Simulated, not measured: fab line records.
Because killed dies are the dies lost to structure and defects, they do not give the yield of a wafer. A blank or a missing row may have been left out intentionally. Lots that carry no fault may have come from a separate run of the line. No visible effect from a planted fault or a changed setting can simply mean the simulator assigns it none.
Comparing a struck lot with a sound one :: flow nand_harc :: 13 out of 1159 route steps
Sound: the wafers L661.1, L661.4, L661.6. Wafers L669.1, L669.2, L669.4 were the ones struck. At the end, the cause is stated.
Order at every step that has rows: each side's tool, ch and its chambers, its first start. Under that, the readings that differ: sound wafers :: struck wafers :: difference of the means :: sigmas: that difference in standard deviations of wafers without a fault.
alike: readings with means less than 2 such deviations apart, plus words and numbers identical on both sides. not compared: withheld readings, readings lacking a value on some wafer, bounds such as >300 that could conceal the same value, and numbers that have no deviation in the record and whose values overlap.
The two part at a step that has a row with sigmas, a row that says differs or no value, or rows on one side only. Numbers that don't overlap but have no deviation are shown without sigmas and don't part them. Lack of a reading on every wafer of one side parts them only where that side has two or more wafers.

NHARC_A_WL_FILL_CVD_03: deposits W, target thk 40 nm, time 3302 s.
  sound on cvd_w-02 ch 0,1, day 14 19:32; struck on cvd_w-01 ch 0,1, day 16 18:00
  alike: heater_power_w, throttle_valve_pct
NHARC_A_WL_FILL_ETCHBACK_04: etches the open film in NF3, target depth 60 nm, time 120 s.
  sound on rie_metal-03 ch 0,1, day 14 22:23; struck on rie_metal-03 ch 0,1, day 16 21:19
  alike: drypump_motor_current_A, oes_product_au, run_length_s
  not compared: rf_hours_counter_h
NHARC_A_WL_FILL_ETCHBACK_05: etches the open film in Cl2/BCl3, target depth 22 nm, time 60 s.
  sound on rie_metal-03 ch 0,1, day 14 22:37; struck on rie_metal-03 ch 0,1, day 16 21:37
  alike: drypump_motor_current_A, oes_product_au, run_length_s
  not compared: rf_hours_counter_h
NHARC_A_WL_FILL_STRIP_27: strips in N2/H2, time 20 s.
  sound on plasma_asher-02 ch 0,1, day 14 22:46; struck on plasma_asher-01 ch 0,1, day 16 21:47
reading: heater_power_w (W)
sound: 345 352 346
struck: 331 331 328
difference: -18
sigmas: -2
  alike: drypump_motor_current_A
  not compared: rf_hours_counter_h
then, 4 steps without rows for these wafers: NHARC_A_WL_FILL_STRIP_28 (strips in post etch residue remover, time 1200 s); NHARC_A_WL_FILL_PRECLEAN_06 (cleans in DIW, time 300 s); NHARC_A_WL_FILL_SRD_07; NHARC_A_WL_FILL_ANNEAL_08 (time 1800 s).
NHARC_A_WL_FILL_ALD_10: deposits SiO2, target thk 50 nm, pulse time 10 s, ald cycles 500.
  sound on ald_hk-01 ch 0,2, day 15 04:45; struck on ald_hk-01 ch 0,2,3, day 17 03:02
  alike: heater_power_w, precursor_pulse_height_rel
then, 2 steps without rows for these wafers: NHARC_A_WL_FILL_ETCHBACK_16 (etches the open film in C4F8/O2/Ar, target depth 88 nm, time 17.6 s); NHARC_A_WL_FILL_STRIP_29 (strips in O2, time 20 s).
NHARC_A_WL_FILL_ETCHBACK_17: etches the open film in Cl2/BCl3, target depth 4 nm, time 26.7 s.
  sound on rie_metal-01 ch 0,1, day 15 09:05; struck on rie_metal-01 ch 0,1, day 17 07:51
reading: run_length_s (s)
sound: 47.5 48.1 47.9
struck: 40.4 41.3 41.3
difference: -6.8
sigmas: -16
  alike: drypump_motor_current_A, oes_product_au
  not compared: rf_hours_counter_h
then, 1 step without rows for these wafers: NHARC_A_WL_FILL_PRECLEAN_18 (cleans in dHF, time 30 s).

== WHERE THEY PART ==
Last at NHARC_A_WL_FILL_ETCHBACK_17 as far as this record goes, first at NHARC_A_WL_FILL_STRIP_27.

WHY: whatever the simulator had introduced
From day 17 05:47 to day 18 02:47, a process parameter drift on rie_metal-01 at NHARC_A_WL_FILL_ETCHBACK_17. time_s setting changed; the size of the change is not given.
